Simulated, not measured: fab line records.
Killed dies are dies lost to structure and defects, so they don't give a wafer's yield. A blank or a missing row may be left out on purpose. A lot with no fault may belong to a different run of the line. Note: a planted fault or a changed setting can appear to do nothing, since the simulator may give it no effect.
Split-lot trial | flow n5-finfet | 21 wafers read across 7 lots, on a route 1938 steps long

THE SPLIT
At N5_FIN_SAQP_HM_DEP_72 (deposits SiO2 from SiH4/N2O, target thk 12 nm, time 7.2 s), the setting time-s was moved away from the recipe's 7.2 s on 7 of the 21 wafers read, by -11.1% to +11.1%. The other wafers ran this setting at the recipe's value.

FROM THE SPLIT TO THE READING: what the file shows between them, 4 steps
- N5_FIN_SAQP_COAT_49: time 60 s, resist thk 100 nm
- N5_FIN_SAQP_COAT_50: time 60 s, resist thk 35 nm
- N5_FIN_SAQP_ETCH_52: etches SOC in N2/H2, target depth 100 nm, overetch 20 nm, time 150 s
- N5_FIN_SAQP_STRIP_53: strips in N2/H2

THE READING
etch.depth-nm (the simulator's own value, which no gauge read), in nm, at N5_FIN_SAQP_HM_OPEN_73 (chemistry CHF3/O2, target SiO2, stops on a-Si, target depth 12 nm, time 16.8 s). The file does not state a usual value for it. Average 11.97 nm, standard deviation 0.21 nm, over the 14 wafers here run with the recipe.

wafer  | tool, chamber at the split | time-s as run, s | against the recipe | etch.depth-nm, nm | against lot-mates on the recipe
L074.1 | pecvd-01, 2                | 8                | +11.1%             | 13.21             | +1.35
L074.2 | pecvd-01, 0                | 7.2              | recipe             | 11.86             | -
L074.5 | pecvd-01, 0                | 8                | +11.1%             | 13.43             | +1.57
L079.1 | pecvd-03, 2                | 7.2              | recipe             | 11.82             | -
L079.3 | pecvd-03, 0                | 7.2              | recipe             | 11.61             | -
L079.4 | pecvd-03, 0                | 7.2              | recipe             | 12                | -
L087.1 | pecvd-02, 2                | 7.2              | recipe             | 12.12             | -
L087.4 | pecvd-02, 1                | 7.2              | recipe             | 12.41             | -
L087.6 | pecvd-02, 2                | 7.2              | recipe             | 12.14             | -
L088.3 | pecvd-02, 2                | 7.531            | +4.6%              | 12.41             | +0.29
L088.4 | pecvd-02, 2                | 7.2              | recipe             | 12                | -
L088.5 | pecvd-02, 0                | 7.2              | recipe             | 12.23             | -
L089.3 | pecvd-02, 2                | 7.2              | recipe             | 11.76             | -
L089.5 | pecvd-02, 2                | 7.2              | recipe             | 11.77             | -
L089.6 | pecvd-02, 0                | 7.2              | recipe             | 12.18             | -
L094.1 | pecvd-02, 1                | 6.399            | -11.1%             | 10.45             | -1.35
L094.2 | pecvd-02, 0                | 7.2              | recipe             | 11.8              | -
L094.4 | pecvd-02, 1                | 6.399            | -11.1%             | 10.73             | -1.07
L097.1 | pecvd-02, 2                | 7.2              | recipe             | 11.91             | -
L097.2 | pecvd-02, 1                | 6.423            | -10.8%             | 10.48             | -1.43
L097.6 | pecvd-02, 2                | 6.423            | -10.8%             | 10.75             | -1.16

THE FIT
A straight line over all 21 wafers: etch.depth-nm changes by +0.123 nm for each +1% of time-s; r = +0.97; the points scatter about the line by 0.2 nm.
The same after taking each lot's own level away (the mean of its wafers on the recipe; 21 wafers): +0.119 nm for each +1%; r = +0.98; scatter 0.16 nm.
Per that fit: largest time-s move, reading shift of 1.3 nm.
The span of the lots' own levels, 11.800 to 12.223 nm, comes to 2.0 times the standard deviation stated above.
The two slopes agree, so the slope changes little with the lot-to-lot level.
Check: with one of the wafers moved furthest among these (-11.1%) left out of the fit, the line predicts -1.3 nm for it against its lot-mates. Against them it came out at -1.35 nm.

OTHER SPLITS ON THESE WAFERS
Other splits were also applied to these wafers ahead of the reading. Each is held against what the fit with the lots' levels taken away leaves over:
other split on the same wafers | wafers away from the commonest value | r with etch.depth-nm (lot level and that fit taken away)
N5_FIN_SAQP_PECVD_48 time-s    | 8                                    | +0.12

THE WHOLE CHAIN: every reading that the file lists as answering this split, in the file's order
step                   | what it does                                                                   | reading                                                                            | change (the file's fit)               | r (the file's)
N5_FIN_SAQP_HM_DEP_72  | deposits SiO2 from SiH4/N2O, target thk 12 nm, time 7.2 s                      | SiO2_of_FIN_SAQP_HM_DEP_72.thk-nm (the simulator's own value, which no gauge read) | +0.117 nm for each +1% of the setting | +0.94
N5_FIN_SAQP_HM_OPEN_73 | chemistry CHF3/O2, target SiO2, stops on a-Si, target depth 12 nm, time 16.8 s | etch.depth-nm (the simulator's own value, which no gauge read)                     | +0.117 nm for each +1% of the setting | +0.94

FILE'S OWN FIT
etch.depth-nm changes by +0.117 nm for each +1% of time-s, r = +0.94.
